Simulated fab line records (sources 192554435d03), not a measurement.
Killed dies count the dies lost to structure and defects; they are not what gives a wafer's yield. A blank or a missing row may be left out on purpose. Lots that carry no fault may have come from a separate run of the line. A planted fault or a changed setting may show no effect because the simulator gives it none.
fab line records | flow n5-finfet | part 1 of 2: steps 1 to 5 of 6
record lots=20 wafers=60 last-day=20
route steps=1938 shown BEOL_M15@1774
lots untouched by any fault: they come from a run of this same line in which no faults occurred
start-h: hours from the record's opening day to when the first of the lot's shown wafers began | wait-h: how many hours have passed since the lot's step before this one | " as in the row above | L1.1+2: several wafers, shown together as one row | - no value, or no start was given | * or withheld: withheld | < > ~ a bound
route shown NAME@n: NAME is a module with steps in the file, n the number in the route of the first one | usual: the fault-free wafers' mean and standard deviation | same: alike in all rows | chamber/n: place in a boat | sites: per-site readings | _std_site: their standard deviation | _edge_site: inner sites' mean taken away from outer sites' mean | radius-mm: for every site, how far away it sits from the centre of the wafer | mask NAME#n: copy n | behind: the tool/chamber that last shaped the wafer | hold: the reason the lot was held/the length of the hold in hours/how it ended | device: the transistor (n, p or np) that didn't switch | end of line: at the end of the route, the tests of the same wafers | step lacking rows: just its recipe | killed: count of dies lost to structure and defects at first sort (not the wafer's yield) | map: a wafer's dies, x killed, . not, _ none there
set.NAME: the setting as run; set.NAME@STEP: as run at that earlier step | model.NAME: the simulator's own value behind a step, which no gauge read
a sample of lots followed through the steps of the route, with each step as a table and each wafer as a row
services: the hour from which a tool's chamber was out of use, counted from the record's first day as start-h (under 0 if before that day), plus the number of hours and why
## steps
# step N5_BEOL_M15_THK_MEAS_01
# recipe reads=SiO2_of_BEOL_M15_ILD_DEP_00
# usual M15_ILD_THK=1632/19
# columns lot.wafer tool chamber start-h wait-h M15_ILD_THK[nm]
L075.1 film-metro-02 - 295.69 0.1 1585
L075.5 " - " " 1673
L075.6 " - " " 1650
L076.2 film-metro-02 - 301.00 0.1 1637
L076.3 " - " " 1602
L076.5 " - " " 1650
L077.1 film-metro-01 - 317.37 0.1 1624
L077.4 " - " " 1656
L077.5 " - " " 1644
L078.1 film-metro-02 - 325.49 0.1 1589
L078.5 " - " " 1627
L078.6 " - " " 1601
L080.1 film-metro-01 - 327.90 0.1 1618
L080.5 " - " " 1637
L080.6 " - " " 1658
L079.1 film-metro-02 - 330.97 0.1 1611
L079.4 " - " " 1636
L079.5 " - " " 1664
L081.4 film-metro-02 - 331.39 0.0 1656
L081.5 " - " " 1635
L081.6 " - " " 1662
L083.4 film-metro-02 - 338.26 0.0 1636
L083.5 " - " " 1655
L083.6 " - " " 1646
L086.2 film-metro-02 - 358.82 0.1 1598
L086.4 " - " " 1632
L086.6 " - " " 1650
L084.1 film-metro-02 - 362.09 0.1 1635
L084.2 " - " " 1644
L084.4 " - " " 1656
L089.1 film-metro-02 - 365.75 0.1 1597
L089.3 " - " " 1618
L089.4 " - " " 1648
L087.3 film-metro-01 - 372.84 0.1 1623
L087.4 " - " " 1646
L087.6 " - " " 1640
L088.4 film-metro-02 - 379.48 0.0 1637
L088.5 " - " " 1626
L088.6 " - " " 1636
L085.2 film-metro-02 - 385.33 0.1 1615
L085.3 " - " " 1624
L085.5 " - " " 1648
L093.1 film-metro-02 - 390.46 0.1 1622
L093.4 " - " " 1633
L093.5 " - " " 1641
L091.2 film-metro-01 - 390.85 0.3 1582
L091.4 " - " " 1624
L091.5 " - " " 1599
L096.2 film-metro-01 - 398.25 0.1 1595
L096.4 " - " " 1624
L096.6 " - " " 1639
L092.2 film-metro-01 - 413.22 0.1 1616
L092.4 " - " " 1618
L092.6 " - " " 1620
L094.1 film-metro-01 - 416.38 0.1 1627
L094.2 " - " " 1623
L094.4 " - " " 1669
L097.1 film-metro-01 - 454.32 0.2 1640
L097.2 " - " " 1640
L097.6 " - " " 1658
# step N5_BEOL_M15_CD_MEAS_10
# recipe target-cd-nm=360 landing-energy-ev=500 detector=se-inlens polarity=opening
# usual cd-nm=359.6/1.2
# columns lot.wafer tool chamber start-h wait-h cd-nm
L075.1 cd-sem-02 0 295.99 - 359.3
L075.5 " 0 " " 361.9
L075.6 " 0 " " 358.5
L076.2 cd-sem-02 0 301.31 - 359.7
L076.3 " 0 " " 359.9
L076.5 " 0 " " 359.6
L077.1 cd-sem-01 0 317.80 - 358.6
L077.4 " 0 " " 359.9
L077.5 " 0 " " 360.9
L078.1 cd-sem-01 0 325.80 - 361.4
L078.5 " 0 " " 360.2
L078.6 " 0 " " 359.1
L080.1 cd-sem-02 0 328.33 - 360.8
L080.5 " 0 " " 359.9
L080.6 " 0 " " 360.5
L079.1 cd-sem-03 0 331.39 - 357.1
L079.4 " 0 " " 359.3
L079.5 " 0 " " 357.4
L081.4 cd-sem-03 0 331.82 - 360.6
L081.5 " 0 " " 359.9
L081.6 " 0 " " 359.2
L083.4 cd-sem-02 0 338.57 - 360.8
L083.5 " 0 " " 360.3
L083.6 " 0 " " 360.2
L086.2 cd-sem-03 0 359.25 - 358.8
L086.4 " 0 " " 361.4
L086.6 " 0 " " 359.2
L084.1 cd-sem-02 0 362.52 - 360.8
L084.2 " 0 " " 359.4
L084.4 " 0 " " 360.7
L089.1 cd-sem-03 0 366.05 - 359.3
L089.3 " 0 " " 359.7
L089.4 " 0 " " 360.5
L087.3 cd-sem-03 0 373.15 - 356.2
L087.4 " 0 " " 357.0
L087.6 " 0 " " 358.3
L088.4 cd-sem-02 0 379.91 - 357.1
L088.5 " 0 " " 359.2
L088.6 " 0 " " 356.4
L085.2 cd-sem-03 0 385.76 - 359.9
L085.3 " 0 " " 360.1
L085.5 " 0 " " 359.7
L093.1 cd-sem-01 0 390.89 - 359.0
L093.4 " 0 " " 361.0
L093.5 " 0 " " 361.5
L091.2 cd-sem-02 0 391.28 - 360.2
L091.4 " 0 " " 361.0
L091.5 " 0 " " 359.0
L096.2 cd-sem-02 0 398.68 - 359.2
L096.4 " 0 " " 357.7
L096.6 " 0 " " 358.9
L092.2 cd-sem-01 0 413.52 - 359.4
L092.4 " 0 " " 360.2
L092.6 " 0 " " 360.7
L094.1 cd-sem-03 0 416.69 - 358.4
L094.2 " 0 " " 359.3
L094.4 " 0 " " 359.2
L097.1 cd-sem-03 0 454.63 - 360.1
L097.2 " 0 " " 359.6
L097.6 " 0 " " 360.9
# step N5_BEOL_M15_SPUTTER_43
# recipe material=TaN target-thk-a=150 temp-c=50 bias-v=168.6 power-w=15000 chamber-pressure-pa=0.12 time-s=24.19
# usual throttle-valve-pct=29.6/1.5
# columns lot.wafer tool chamber start-h wait-h throttle-valve-pct
L075.1 pvd-sputter-01 - 299.90 0.0 29.1
L075.5 " - " " 29.0
L075.6 " - " " 30.8
L076.2 pvd-sputter-02 - 307.51 0.0 31.2
L076.3 " - " " 31.0
L076.5 " - " " 29.2
L077.1 pvd-sputter-01 - 322.66 0.0 28.7
L077.4 " - " " 30.6
L077.5 " - " " 29.6
L078.1 pvd-sputter-03 - 330.11 0.0 27.1
L078.5 " - " " 32.4
L078.6 " - " " 29.9
L080.1 pvd-sputter-01 - 333.31 0.0 29.9
L080.5 " - " " 29.1
L080.6 " - " " 29.8
L079.1 pvd-sputter-02 - 336.44 0.0 26.8
L079.4 " - " " 31.0
L079.5 " - " " 26.9
L081.4 pvd-sputter-02 - 336.76 0.0 26.8
L081.5 " - " " 29.5
L081.6 " - " " 31.1
L083.4 pvd-sputter-02 - 344.59 0.0 29.3
L083.5 " - " " 29.4
L083.6 " - " " 27.2
L086.2 pvd-sputter-01 - 366.75 0.0 29.3
L086.4 " - " " 28.9
L086.6 " - " " 29.8
L084.1 pvd-sputter-02 - 367.83 0.0 31.1
L084.2 " - " " 27.0
L084.4 " - " " 29.2
L089.1 pvd-sputter-01 - 375.67 0.0 30.7
L089.3 " - " " 29.0
L089.4 " - " " 28.7
L087.3 pvd-sputter-03 - 378.11 0.0 27.4
L087.4 " - " " 28.2
L087.6 " - " " 28.2
L088.4 pvd-sputter-03 - 383.84 0.0 27.3
L088.5 " - " " 27.4
L088.6 " - " " 32.2
L085.2 pvd-sputter-02 - 390.44 0.0 31.3
L085.3 " - " " 29.5
L085.5 " - " " 29.4
L093.1 pvd-sputter-02 - 394.45 0.0 31.2
L093.4 " - " " 27.1
L093.5 " - " " 31.4
L091.2 pvd-sputter-03 - 394.47 0.0 28.3
L091.4 " - " " 27.4
L091.5 " - " " 28.2
L096.2 pvd-sputter-02 - 403.59 0.0 31.1
L096.4 " - " " 31.0
L096.6 " - " " 29.2
L092.2 pvd-sputter-01 - 420.62 0.0 28.9
L092.4 " - " " 30.9
L092.6 " - " " 28.9
L094.1 pvd-sputter-03 - 420.94 0.0 27.2
L094.2 " - " " 32.5
L094.4 " - " " 29.8
L097.1 pvd-sputter-03 - 459.70 0.0 27.4
L097.2 " - " " 28.5
L097.6 " - " " 28.4
# step N5_BEOL_M15_ANNEAL_48
# recipe temp-c=225 time-s=90 ambient=N2
# usual wafer_temp_C_max=225.94/0.25
# columns lot.wafer tool chamber start-h wait-h wafer_temp_C_max
L075.1 rtp-anneal-01 0 300.42 0.2 226.14
L075.5 " 0 " " 225.69
L075.6 " 0 " " 225.95
L076.2 rtp-anneal-01 0 308.63 0.8 225.89
L076.3 " 0 " " 225.91
L076.5 " 0 " " 225.94
L077.1 rtp-anneal-01 0 323.20 0.2 226.18
L077.4 " 0 " " 226.09
L077.5 " 0 " " 226.16
L078.1 rtp-anneal-02 0 331.01 0.6 225.68
L078.5 " 0 " " 225.73
L078.6 " 0 " " 226.05
L080.1 rtp-anneal-01 0 333.83 0.2 225.75
L080.5 " 0 " " 225.96
L080.6 " 0 " " 225.96
L079.1 rtp-anneal-02 0 337.34 0.5 225.71
L079.4 " 0 " " 225.70
L079.5 " 0 " " 225.60
L081.4 rtp-anneal-01 0 337.62 0.4 225.69
L081.5 " 0 " " 225.91
L081.6 " 0 " " 226.10
L083.4 rtp-anneal-02 0 345.38 0.4 225.91
L083.5 " 0 " " 226.02
L083.6 " 0 " " 226.13
L086.2 rtp-anneal-02 0 367.32 0.2 226.14
L086.4 " 0 " " 225.72
L086.6 " 0 " " 225.98
L084.1 rtp-anneal-01 0 368.38 0.2 226.03
L084.2 " 0 " " 226.31
L084.4 " 0 " " 225.76
L089.1 rtp-anneal-02 0 376.19 0.2 225.83
L089.3 " 0 " " 225.57
L089.4 " 0 " " 225.66
L087.3 rtp-anneal-01 0 378.90 0.4 225.49
L087.4 " 0 " " 226.11
L087.6 " 0 " " 226.19
L088.4 rtp-anneal-02 0 384.67 0.4 225.77
L088.5 " 0 " " 225.76
L088.6 " 0 " " 225.80
L085.2 rtp-anneal-02 0 391.10 0.3 225.55
L085.3 " 0 " " 226.04
L085.5 " 0 " " 225.72
L093.1 rtp-anneal-02 0 394.98 0.2 225.77
L093.4 " 0 " " 225.70
L093.5 " 0 " " 226.04
L091.2 rtp-anneal-01 0 395.05 0.2 225.52
L091.4 " 0 " " 226.35
L091.5 " 0 " " 226.71
L096.2 rtp-anneal-01 0 404.16 0.2 225.87
L096.4 " 0 " " 226.17
L096.6 " 0 " " 226.09
L092.2 rtp-anneal-01 0 421.18 0.2 226.04
L092.4 " 0 " " 225.90
L092.6 " 0 " " 225.97
L094.1 rtp-anneal-01 0 421.68 0.4 225.81
L094.2 " 0 " " 226.24
L094.4 " 0 " " 226.05
L097.1 rtp-anneal-01 0 460.22 0.2 225.96
L097.2 " 0 " " 225.97
L097.6 " 0 " " 225.97
# step N5_BEOL_M15_THK_MEAS_50
# recipe thk-meas-gauge=xrf reads=Cu_of_BEOL_M15_ECD_47
# usual M15_THK=823/14
# columns lot.wafer tool chamber start-h wait-h M15_THK[nm]
L075.1 film-metro-01 - 301.05 - 816
L075.5 " - " " 814
L075.6 " - " " 827
L076.2 film-metro-02 - 309.41 - 829
L076.3 " - " " 831
L076.5 " - " " 825
L077.1 film-metro-01 - 323.79 - 823
L077.4 " - " " 848
L077.5 " - " " 821
L078.1 film-metro-02 - 331.62 - 806
L078.5 " - " " 795
L078.6 " - " " 820
L080.1 film-metro-01 - 334.42 - 793
L080.5 " - " " 790
L080.6 " - " " 788
L079.1 film-metro-01 - 337.95 - 843
L079.4 " - " " 833
L079.5 " - " " 830
L081.4 film-metro-01 - 338.09 - 816
L081.5 " - " " 802
L081.6 " - " " 795
L083.4 film-metro-01 - 345.83 - 833
L083.5 " - " " 817
L083.6 " - " " 822
L086.2 film-metro-01 - 367.88 - 831
L086.4 " - " " 814
L086.6 " - " " 809
L084.1 film-metro-01 - 368.97 - 835
L084.2 " - " " 833
L084.4 " - " " 818
L089.1 film-metro-02 - 376.79 - 828
L089.3 " - " " 842
L089.4 " - " " 829
L087.3 film-metro-01 - 379.59 - 829
L087.4 " - " " 805
L087.6 " - " " 818
L088.4 film-metro-01 - 385.13 - 854
L088.5 " - " " 827
L088.6 " - " " 843
L085.2 film-metro-01 - 391.66 - 837
L085.3 " - " " 842
L085.5 " - " " 824
L093.1 film-metro-01 - 395.58 - 830
L093.4 " - " " 822
L093.5 " - " " 813
L091.2 film-metro-02 - 395.59 - 834
L091.4 " - " " 813
L091.5 " - " " 829
L096.2 film-metro-02 - 404.71 - 828
L096.4 " - " " 831
L096.6 " - " " 809
L092.2 film-metro-02 - 421.73 - 809
L092.4 " - " " 816
L092.6 " - " " 817
L094.1 film-metro-01 - 422.27 - 809
L094.2 " - " " 829
L094.4 " - " " 826
L097.1 film-metro-02 - 460.81 - 823
L097.2 " - " " 816
L097.6 " - " " 821
